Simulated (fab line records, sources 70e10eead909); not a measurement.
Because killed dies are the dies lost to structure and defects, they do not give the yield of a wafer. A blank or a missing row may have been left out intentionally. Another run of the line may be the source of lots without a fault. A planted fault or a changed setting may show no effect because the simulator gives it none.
Struck lot and sound lot, side by side | flow nand harc | 13 steps out of a route of 1302
Sound: these wafers, L406.1, L406.2, L406.6. Struck: wafers L395.1, L395.4, L395.6. At the end, the cause is stated.
At each step with rows: each side's tool, then ch and its chambers, then its first start. Under that, the readings that differ: sound wafers | struck wafers | difference of the means | sigmas: that difference in standard deviations of wafers without a fault.
alike: readings with means less than 2 such deviations apart, plus words and numbers identical on both sides. not compared: withheld readings, readings lacking a value on some wafer, bounds such as >300 that could conceal the same value, and numbers that have no deviation in the record and whose values overlap.
Wherever a step has rows on one side only, a row that says differs or no value, or a row with sigmas, the two part there. Numbers that have no deviation but don't overlap get no sigmas and don't part them. A reading that every wafer of one side lacks parts them only if that side has two wafers or more.

NHARC_A_STAIRCASE_DEP_417: deposits Si3N4, target thk 60 nm.
  sound on pecvd-02 ch 0,1,2, day 24 14:18; struck on pecvd-01 ch 0,1,2, day 19 17:44
  alike: heater power outer w, heater power w
then, 3 steps without rows for these wafers: NHARC_A_STAIRCASE_WET_418 (chemistry H3PO4, target depth 20 nm); NHARC_A_STAIRCASE_PRECLEAN_419 (cleans in SC1); NHARC_A_STAIRCASE_SRD_421.
NHARC_A_STAIRCASE_ALD_420: deposits SiO2, target thk 20 nm, pulse time 6 s, ald cycles 200.
  sound on ald hk-03 ch 0,2, day 24 16:58; struck on ald hk-02 ch 1,3, day 19 20:21
  alike: heater power w, precursor pulse height rel
then, 1 step without rows for these wafers: NHARC_A_STAIRCASE_CVD_552 (deposits SiNx, target thk 40 nm).
NHARC_A_STAIRCASE_DEP_151: deposits SiO2, target thk 7200 nm.
  sound on pecvd-02 ch 0,1,2, day 25 01:05; struck on pecvd-01 ch 0,1,2, day 20 04:43
  alike: heater power outer w, heater power w
then, 1 step without rows for these wafers: NHARC_A_STAIRCASE_ANNEAL_320 (time 1800 s).
NHARC_A_STAIRCASE_DEP_322: deposits SiO2, target thk 7200 nm.
  sound on pecvd-03 ch 0,1, day 25 09:25; struck on pecvd-03 ch 0,2, day 20 14:07
  alike: heater power outer w, heater power w
then, 1 step without rows for these wafers: NHARC_A_STAIRCASE_ANNEAL_323 (time 1800 s).
NHARC_A_STAIRCASE_DEP_325: deposits SiO2, target thk 7200 nm.
  sound on pecvd-03 ch 0,1,2, day 25 20:07; struck on pecvd-03 ch 1,2, day 20 21:56
  no value came back on the struck wafers for heater power outer w (W), heater power w (W); on the sound wafers heater power outer w (W) reads 319 397 400
then, 1 step without rows for these wafers: NHARC_A_STAIRCASE_ANNEAL_326 (time 1800 s).
-- record jumps: 6 days between struck wafers' starts before vs after; left off in module A_STAIRCASE, resumes in module END, first step shown is number 1302 of the route --
NHARC_END_SORT_01:
  sound on prober-02 ch 0, day 31 15:02; struck on prober-02 ch 0, day 26 22:40
  reading         | sound    | struck      | difference | sigmas
  killed at array | 52 45 61 | 672 676 673 | +621       | +52
  killed dies     | 53 48 65 | 677 677 677 | +622       | +48
  alike: killed at other, killed at periphery, killed open, killed short

== WHERE THEY PART ==
At NHARC_A_STAIRCASE_DEP_325 first; at NHARC_END_SORT_01 last (within this record only).

WHY: what the simulator had put in
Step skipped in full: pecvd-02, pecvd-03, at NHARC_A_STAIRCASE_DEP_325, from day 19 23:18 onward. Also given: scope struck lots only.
